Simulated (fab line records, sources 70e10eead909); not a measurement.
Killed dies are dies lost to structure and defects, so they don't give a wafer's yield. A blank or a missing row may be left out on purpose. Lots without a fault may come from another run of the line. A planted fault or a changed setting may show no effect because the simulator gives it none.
Which tool did it? | flow nand_harc | 13 lots, 39 wafers sampled, at 6 steps of a route of 1159

WHAT THE GAUGES READ, wafer by wafer
NHARC_P_STI_CD_MEAS_16.
lot  | measured    | on        | cd_nm (nm)
L858 | day 2 15:02 | cd_sem-01 | 195 194 196
L859 | day 2 15:12 | cd_sem-02 | 202 203 198
L860 | day 3 01:08 | cd_sem-03 | 200 202 195
L861 | day 3 06:05 | cd_sem-03 | 196 198 207
L862 | day 3 11:22 | cd_sem-01 | 207 199 203
L865 | day 4 07:32 | cd_sem-01 | 205 203 201
L866 | day 4 15:31 | cd_sem-03 | 198 201 197
L868 | day 5 01:08 | cd_sem-01 | 202 196 202
L874 | day 6 10:35 | cd_sem-02 | 202 198 199
L876 | day 6 23:41 | cd_sem-03 | 200 206 204
L877 | day 7 05:38 | cd_sem-02 | 194 189 197
L879 | day 7 14:33 | cd_sem-03 | 203 198 200
L878 | day 7 14:35 | cd_sem-02 | 194 199 195

NHARC_P_GATE_OVL_MEAS_27.
lot  | measured    | on         | overlay_x_nm (nm) | overlay_y_nm (nm)
L858 | day 4 22:24 | overlay-02 | -0.5 -1.1 -1.4    | 0.5 0.2 -0.5
L859 | day 4 22:56 | overlay-02 | 0.8 0.8 0.7       | -0.2 -0.2 -0.8
L860 | day 5 06:48 | overlay-01 | -0.8 -0.7 -0.6    | 1.5 1.5 0.9
L861 | day 5 10:04 | overlay-02 | -1.1 -1.6 -0.7    | -0.9 -0.7 -0.9
L862 | day 5 10:31 | overlay-02 | -1.2 -1.0 -1.2    | -0.2 0.2 -0.1
L865 | day 6 11:33 | overlay-01 | 0.6 0.1 0.6       | 1.0 0.5 0.3
L866 | day 6 22:01 | overlay-01 | 0.4 0.4 0.1       | 0.6 0.6 0.6
L868 | day 7 04:07 | overlay-02 | -0.3 -0.1 0.1     | 2.0 1.0 1.5
L874 | day 8 17:39 | overlay-01 | -1.4 -0.9 -0.8    | 1.0 0.7 0.9
L876 | day 9 04:53 | overlay-02 | -1.1 -0.4 -0.4    | 0.1 0.2 0.4
L877 | day 9 11:57 | overlay-02 | -0.5 0.3 0.1      | 1.5 1.7 1.7
L879 | day 9 20:04 | overlay-02 | 1.1 1.4 0.9       | 0.2 -0.6 -0.6
L878 | day 9 19:55 | overlay-01 | 0.5 -0.2 0.0      | -0.9 -0.4 -0.6

NHARC_P_GATE_CD_MEAS_46: target cd 720 nm.
lot  | measured     | on        | cd_nm (nm)
L858 | day 5 10:22  | cd_sem-01 | 719.3 719.8 722.3
L859 | day 5 10:41  | cd_sem-03 | 724.5 721.7 723.5
L860 | day 5 18:44  | cd_sem-01 | 719.5 718.6 720.8
L861 | day 5 22:07  | cd_sem-01 | 719.5 718.3 720.6
L862 | day 5 22:21  | cd_sem-01 | 722.0 721.5 722.8
L865 | day 6 23:31  | cd_sem-03 | 723.0 726.0 724.1 723.2 726.0 724.2
L866 | day 7 15:11  | cd_sem-01 | 721.9 720.6 719.8
L868 | day 7 16:45  | cd_sem-02 | 727.0 728.8 723.3 726.8 729.0 723.1
L874 | day 9 05:35  | cd_sem-03 | 721.2 718.4 721.8
L876 | day 9 17:25  | cd_sem-03 | 716.5 720.1 717.1
L877 | day 10 00:28 | cd_sem-02 | 721.0 721.5 721.8
L879 | day 10 08:14 | cd_sem-03 | 718.7 719.6 717.2
L878 | day 10 07:46 | cd_sem-01 | 719.0 719.6 720.2

NHARC_END_SORT_01.
lot  | measured     | on        | killed_at_array | killed_at_other | killed_at_periphery | killed_dies | killed_open | killed_short
L865 | day 22 17:04 | prober-02 | 25 21 23        | 1 3 5           | 2 1 6               | 28 25 34    | 6 3 3       | 3 0 2
L868 | day 22 21:44 | prober-01 | 26 26 18        | 1 0 1           | 4 1 3               | 31 27 22    | 8 3 3       | 0 2 2

WHICH TOOL RAN EACH LOT (tool, then ch and the chambers of the sampled wafers, then the start)
lot  | NHARC_P_STI_CMP_21           | NHARC_P_GATE_EXPOSE_43
L858 | cmp-04 ch 0,1,2, day 3 11:43 | krf_scanner-04 ch 0, day 5 10:13
L859 | cmp-01 ch 0,1,3, day 3 11:45 | krf_scanner-03 ch 0, day 5 10:31
L860 | cmp-04 ch 1,2,3, day 3 19:58 | krf_scanner-04 ch 0, day 5 18:35
L861 | cmp-04 ch 0,2,3, day 4 03:45 | krf_scanner-01 ch 0, day 5 21:58
L862 | cmp-03 ch 0,1,3, day 4 03:49 | krf_scanner-01 ch 0, day 5 22:12
L865 | cmp-03 ch 0,3, day 5 04:13   | krf_scanner-01 ch 0, day 6 23:22
L866 | cmp-03 ch 0,1,2, day 5 14:32 | krf_scanner-04 ch 0, day 7 15:01
L868 | cmp-04 ch 0,1,2, day 5 19:09 | krf_scanner-01 ch 0, day 7 16:36
L874 | cmp-03 ch 0,1,2, day 7 04:34 | krf_scanner-03 ch 0, day 9 05:26
L876 | cmp-04 ch 1,2, day 7 17:45   | krf_scanner-04 ch 0, day 9 17:14
L877 | cmp-03 ch 2,3, day 8 01:32   | krf_scanner-04 ch 0, day 10 00:19
L879 | cmp-03 ch 0,2, day 8 13:14   | krf_scanner-01 ch 0, day 10 08:05
L878 | cmp-04 ch 0,1,3, day 8 13:13 | krf_scanner-04 ch 0, day 10 07:37
- NHARC_P_STI_CMP_21: polishes, t overpolish 20 s, target thk 380.67 nm.
- NHARC_P_GATE_EXPOSE_43: exposes mask P NSD, target cd 720 nm.

WHAT THE TOOLS THEMSELVES READ (means of the sampled wafers that have a number; where no wafer has one, the mark that the record gives instead)
NHARC_P_STI_CMP_21.
lot  | tool   | motor_current_A (A) | overpolish_run_s (s)
L858 | cmp-04 | 12.8                | 19.994
L859 | cmp-01 | 11.5                | 19.994
L860 | cmp-04 | 13.2                | 19.995
L861 | cmp-04 | 12.1                | 19.996
L862 | cmp-03 | 11.8                | 20.000
L865 | cmp-03 | 11.6                | 19.998
L866 | cmp-03 | 11.4                | 20.000
L868 | cmp-04 | 12.3                | 20.006
L874 | cmp-03 | 11.2                | 20.007
L876 | cmp-04 | 13.9                | 20.005
L877 | cmp-03 | 12.1                | 19.995
L879 | cmp-03 | 11.5                | 19.998
L878 | cmp-04 | 11.9                | 20.003

THE ANSWER, worked out from the rows above alone
Rule: what is usual is taken from the lots themselves. Put in order of their means at a reading, lots are off if they are a third of the lots or fewer, leave a main group of 4 or more, and stand apart from it by a gap of 3 or more times the standard deviation of the main group's means; of several such gaps the widest counts. A main group whose means are all the same, to the digits that the tables above print for the reading, isn't used. A lot without any number at a reading at which 4 lots or more have one is off too. The other lots that the step has rows for count as sound. The gauges are gone through in route order, then the tools' own readings, and for those a lot's mean is taken as printed above. The first step at which some lot is off is used, and at that step the reading that is off furthest; a lot without a number counts as furthest.
No lot is off at any reading shown: from this, nothing can be told.

WHAT THE SIMULATOR HAD PUT IN
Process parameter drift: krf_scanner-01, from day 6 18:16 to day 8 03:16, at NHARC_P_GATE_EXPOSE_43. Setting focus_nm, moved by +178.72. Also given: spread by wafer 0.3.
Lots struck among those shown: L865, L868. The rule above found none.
